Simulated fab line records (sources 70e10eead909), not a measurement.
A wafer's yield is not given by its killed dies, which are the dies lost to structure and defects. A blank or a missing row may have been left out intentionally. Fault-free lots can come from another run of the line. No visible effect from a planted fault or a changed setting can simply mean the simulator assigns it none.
fab line records -- flow nandHarc
record lots=15, wafers=39, lastDay=33
route steps=1302 shown P_ZERO_WELL@59 P_STI@84 END@1302
lots untouched by any fault: they come from a run of this same line in which no faults occurred
startH: hours from the record's first day to the start of the lot's first wafer shown -- waitH: time in hours since the lot's previous step -- " repeats the value in the row above -- L1.1+2: a single row standing in for several wafers -- - no value present, or no start provided -- * or withheld: withheld -- < > ~ a bound
route shown NAME@n: names a module that has steps shown in the file, with the first one's number in the route -- usual: mean and standard deviation over wafers with no fault -- same: alike in all rows -- chamber/n: place in a boat -- sites: each site's reading -- _std_site: their standard deviation -- _edge_site: the outer-site mean with the inner-site mean subtracted -- radiusMm: how far each site lies from the wafer's centre -- mask NAME#n: copy n -- behind: the tool/chamber that last shaped the wafer -- hold: the reason the lot was held/the length of the hold in hours/how it ended -- device: the transistor (n, p or np) that didn't switch -- end of line: at the end of the route, the tests of the same wafers -- a step without rows: its recipe alone -- killed: the dies lost at the first sort to structure and to defects; this is not the yield of the wafer -- map: per-die view of a wafer (x killed, . not killed, _ where there is no die)
set.NAME: the setting that was run; set.NAME@STEP: the one run at that earlier step -- model.NAME: the simulator's own value behind a step, which no gauge read
one table for each step of the route and one row for each wafer, over a sample of lots
services: a tool's chamber out of use, with start hour (startH, from the record's first day; less than 0 if before it), hours out, and reason
## steps
# step NHARC_P_ZERO_WELL_CD_MEAS_52
# recipe targetCdNm=2000, landingEnergyEv=500
# usual cdNm=2000.7/1.1
lot.wafer,tool,chamber,startH,waitH,cdNm
L613.2,cdSem-02,0,25.75,-,1998.7
L613.4,cdSem-02,0,25.75,-,2000.1
L613.6,cdSem-02,0,25.75,-,2001.1
L614.1,cdSem-02,0,35.81,-,2000.5
L614.5,cdSem-02,0,35.81,-,2000.7
L614.6,cdSem-02,0,35.81,-,2001.6
L615.1,cdSem-02,0,46.13,-,1999.2
L615.2,cdSem-02,0,46.13,-,2000.7
L615.3,cdSem-02,0,46.13,-,1999.4
L620.5,cdSem-01,0,95.72,-,2000.6
L621.4,cdSem-03,0,105.80,-,1999.1
L622.4,cdSem-02,0,116.06,-,2000.8
L627.4,cdSem-01,0,165.83,-,2001.6
L627.5,cdSem-01,0,165.83,-,2002.2
L627.6,cdSem-01,0,165.83,-,2000.7
L628.3,cdSem-03,0,175.93,-,1999.6
L628.4,cdSem-03,0,175.93,-,2001.4
L628.6,cdSem-03,0,175.93,-,2000.4
L629.2,cdSem-01,0,185.72,-,2000.5
L629.3,cdSem-01,0,185.72,-,2000.1
L629.6,cdSem-01,0,185.72,-,2000.0
L631.2,cdSem-02,0,205.65,-,2000.8
L631.3,cdSem-02,0,205.65,-,2001.6
L631.4,cdSem-02,0,205.65,-,1997.0
L632.2,cdSem-03,0,215.59,-,2001.7
L632.4,cdSem-03,0,215.59,-,2000.7
L632.6,cdSem-03,0,215.59,-,2001.8
L633.1,cdSem-02,0,225.75,-,2001.4
L633.5,cdSem-02,0,225.75,-,2000.9
L633.6,cdSem-02,0,225.75,-,2000.4
L634.1,cdSem-02,0,235.79,-,2000.5
L634.4,cdSem-02,0,235.79,-,2001.7
L634.6,cdSem-02,0,235.79,-,1999.5
L635.1,cdSem-02,0,245.75,-,2001.4
L635.5,cdSem-02,0,245.75,-,2004.2
L635.6,cdSem-02,0,245.75,-,2002.2
L636.2,cdSem-03,0,255.75,-,1999.9
L636.4,cdSem-03,0,255.75,-,2001.0
L636.6,cdSem-03,0,255.75,-,2002.0
# step NHARC_P_STI_OVL_MEAS_10
# usual overlayXNm=1/4.5, overlayYNm=-2/4.9
lot.wafer,tool,chamber,startH,waitH,overlayXNm,overlayYNm
L613.2,overlay-01,-,50.59,-,1,-7
L613.4,overlay-01,-,50.59,-,1,-7
L613.6,overlay-01,-,50.59,-,1,-8
L614.1,overlay-01,-,57.21,-,6,-4
L614.5,overlay-01,-,57.21,-,7,-4
L614.6,overlay-01,-,57.21,-,6,-4
L615.1,overlay-01,-,63.93,-,0,5
L615.2,overlay-01,-,63.93,-,0,5
L615.3,overlay-01,-,63.93,-,0,5
L620.5,overlay-01,-,114.59,-,0,-5
L621.4,overlay-02,-,123.11,-,-1,-9
L622.4,overlay-02,-,134.18,-,-3,-11
L627.4,overlay-01,-,183.14,-,0,-3
L627.5,overlay-01,-,183.14,-,0,-2
L627.6,overlay-01,-,183.14,-,0,-3
L628.3,overlay-01,-,192.91,-,-2,5
L628.4,overlay-01,-,192.91,-,-2,5
L628.6,overlay-01,-,192.91,-,-3,4
L629.2,overlay-01,-,203.63,-,2,-2
L629.3,overlay-01,-,203.63,-,2,-1
L629.6,overlay-01,-,203.63,-,2,-1
L631.2,overlay-01,-,222.00,-,10,2
L631.3,overlay-01,-,222.00,-,10,3
L631.4,overlay-01,-,222.00,-,10,2
L632.2,overlay-02,-,233.59,-,-8,1
L632.4,overlay-02,-,233.59,-,-8,2
L632.6,overlay-02,-,233.59,-,-8,2
L633.1,overlay-01,-,245.11,-,-4,3
L633.5,overlay-01,-,245.11,-,-4,3
L633.6,overlay-01,-,245.11,-,-4,2
L634.1,overlay-02,-,253.90,-,-2,-7
L634.4,overlay-02,-,253.90,-,-2,-7
L634.6,overlay-02,-,253.90,-,-2,-7
L635.1,overlay-01,-,266.04,-,1,2
L635.5,overlay-01,-,266.04,-,1,2
L635.6,overlay-01,-,266.04,-,1,2
L636.2,overlay-01,-,276.09,-,-3,-4
L636.4,overlay-01,-,276.09,-,-2,-3
L636.6,overlay-01,-,276.09,-,-3,-2
# step NHARC_P_STI_OCD_MEAS_17
# usual trenchDepthNm=300.1/2.8, trenchFootCdNm=157.8/1.6
lot.wafer,tool,chamber,startH,waitH,trenchDepthNm,trenchFootCdNm
L613.2,ocd-02,-,51.30,0.1,300.5,158.6
L613.4,ocd-02,-,51.30,0.1,301.0,155.6
L613.6,ocd-02,-,51.30,0.1,299.1,157.7
L614.1,ocd-01,-,57.91,0.1,304.6,154.7
L614.5,ocd-01,-,57.91,0.1,297.7,155.5
L614.6,ocd-01,-,57.91,0.1,299.6,157.7
L615.1,ocd-01,-,64.66,0.1,300.7,159.1
L615.2,ocd-01,-,64.66,0.1,300.0,161.1
L615.3,ocd-01,-,64.66,0.1,301.5,158.5
L620.5,ocd-01,-,115.29,0.1,292.6,162.0
L621.4,ocd-01,-,123.81,0.1,303.3,157.6
L622.4,ocd-01,-,134.91,0.1,299.8,157.4
L627.4,ocd-01,-,183.84,0.1,299.8,157.5
L627.5,ocd-01,-,183.84,0.1,296.4,158.2
L627.6,ocd-01,-,183.84,0.1,296.3,155.6
L628.3,ocd-01,-,193.65,0.1,294.0,161.6
L628.4,ocd-01,-,193.65,0.1,297.5,158.5
L628.6,ocd-01,-,193.65,0.1,300.1,158.1
L629.2,ocd-01,-,204.33,0.1,303.5,157.7
L629.3,ocd-01,-,204.33,0.1,300.5,160.8
L629.6,ocd-01,-,204.33,0.1,303.0,158.6
L631.2,ocd-01,-,222.70,0.1,299.8,159.5
L631.3,ocd-01,-,222.70,0.1,301.5,158.0
L631.4,ocd-01,-,222.70,0.1,301.5,159.3
L632.2,ocd-01,-,234.30,0.1,297.0,156.2
L632.4,ocd-01,-,234.30,0.1,303.7,156.6
L632.6,ocd-01,-,234.30,0.1,302.2,154.9
L633.1,ocd-01,-,245.84,0.1,302.3,158.8
L633.5,ocd-01,-,245.84,0.1,300.5,159.8
L633.6,ocd-01,-,245.84,0.1,303.3,158.8
L634.1,ocd-02,-,254.59,0.1,300.1,155.7
L634.4,ocd-02,-,254.59,0.1,296.2,156.9
L634.6,ocd-02,-,254.59,0.1,299.0,153.8
L635.1,ocd-01,-,266.73,0.1,295.2,156.4
L635.5,ocd-01,-,266.73,0.1,295.9,155.8
L635.6,ocd-01,-,266.73,0.1,297.4,156.2
L636.2,ocd-02,-,276.79,0.1,299.2,155.1
L636.4,ocd-02,-,276.79,0.1,297.8,155.4
L636.6,ocd-02,-,276.79,0.1,299.4,158.0
# step NHARC_P_STI_HDPCVD_20
# recipe targetThkA=withheld, sigmaOpenFrac=withheld, material=SiO2
lot.wafer,tool,chamber,startH,waitH
L613.2+4+6,hdpcvd-01,"0,0,1",59.68,0.4
L614.1+6+5,hdpcvd-01,"1,1,0",66.81,0.4
L615.2+1+3,hdpcvd-01,"1,0,0",74.09,0.4
L620.5,hdpcvd-01,1,123.84,0.7
L621.4,hdpcvd-01,1,132.93,0.5
L622.4,hdpcvd-01,1,144.94,0.6
L627.4+6+5,hdpcvd-01,"1,0,1",198.70,6.3
L628.3+4+6,hdpcvd-01,"1,0,1",202.20,0.5
L629.2+3+6,hdpcvd-01,"0,0,1",213.06,0.5
L631.2+4+3,hdpcvd-01,"0,0,1",231.58,0.4
L632.2+4+6,hdpcvd-01,"0,1,1",243.23,0.4
L633.1+5+6,hdpcvd-01,"0,0,1",255.09,0.4
L634.1+4+6,hdpcvd-01,"0,0,1",263.15,0.4
L635.1+6+5,hdpcvd-01,"1,0,1",275.77,0.5
L636.2+4+6,hdpcvd-01,"1,0,1",285.31,0.5
# step NHARC_END_SORT_01
# recipe tempC=25
# usual killedAtArray=56/19, killedAtOther=1.0/1.5, killedAtPeriphery=3.4/2.4, killedDies=60/19, killedOpen=3.3/1.8, killedShort=2.4/1.7
# same grossDies=677
lot.wafer,tool,chamber,startH,waitH,killedAtArray,killedAtOther,killedAtPeriphery,killedDies,killedOpen,killedShort
L621.4,prober-01,0,655.08,3.4,31,0,75,106,6,2
L620.5,prober-02,0,685.79,3.7,68,0,65,133,1,3
L622.4,prober-01,0,701.16,3.4,37,0,72,109,5,1
# killed by level:class
L621.4 P_STI:unspecified=66 A_CHANNEL_HOLE_D1:chamberFilmFlake=10 P_GATE:chamberFilmFlake=6 A_CHANNEL_HOLE_D2:chamberFilmFlake=4 A_CONTACT:chamberFilmFlake=4 A_M0:geometricParticle:open=3 P_BONDPAD:chamberFilmFlake=3 A_STAIRCASE:chamberFilmFlake=3
L620.5 P_STI:unspecified=62 A_CHANNEL_HOLE_D1:chamberFilmFlake=33 A_SLIT:chamberFilmFlake=24 A_CHANNEL_HOLE_D2:chamberFilmFlake=6 A_WL_FILL:geometricParticle:short=2 A_ONON_D1:geometricParticle:short=1 A_WL_FILL:geometricParticle:open=1 P_ZERO_WELL:chamberFilmFlake=1
L622.4 P_STI:unspecified=65 A_SLIT:chamberFilmFlake=21 A_CHANNEL_HOLE_D2:chamberFilmFlake=5 A_CHANNEL_HOLE_D1:chamberFilmFlake=4 P_M0:geometricParticle:open=2 P_STI:chamberFilmFlake=2 A_STAIRCASE:chamberFilmFlake=2 P_GATE:geometricParticle:open=1
## services
tool,chamber,startH,hours,kind
hdpcvd-01,-,185.46,13.0,pm
hdpcvd-01,0,185.46,13.0,ventCycle
hdpcvd-01,1,185.46,13.0,ventCycle
hdpcvd-01,0,198.46,-,clean
hdpcvd-01,1,198.46,-,clean
hdpcvd-01,-,246.36,0.5,repair
## key
firstSign step=NHARC_END_SORT_01, reading=killedAtPeriphery, direction=up, sigmas=29, usual=3.4, struck=70.7
effect step=NHARC_END_SORT_01, reading=killedDies, direction=up, sigmas=3, usual=60, struck=116, wafersMoved=2
moreKillsBornAt NHARC_P_STI_HDPCVD_20@hdpcvd-01=193
metAt NHARC_P_STI_HDPCVD_20
struckLots L620,L621,L622
struckWafers L620.5,L621.4,L622.4
testerLeftOut L620,L621,L622
notActingAt NHARC_P_ZERO_WELL_CD_MEAS_52,NHARC_P_STI_OVL_MEAS_10,NHARC_P_STI_OCD_MEAS_17
onsetBetween 74.09 123.84
fault kind=chamberParticleSource, tool=hdpcvd-01, chamber=1, onsetH=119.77, steps=NHARC_P_STI_HDPCVD_20, ratePerVisitCm2=2.1322, endH=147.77
# testerLeftOut: of these lots the tester's yield and bins aren't shown, on N5 and GAA mostly nor the transistor test; their killed dies are dies lost to structure and defects alone, not to doping, threshold or leakage, so they don't give the yield
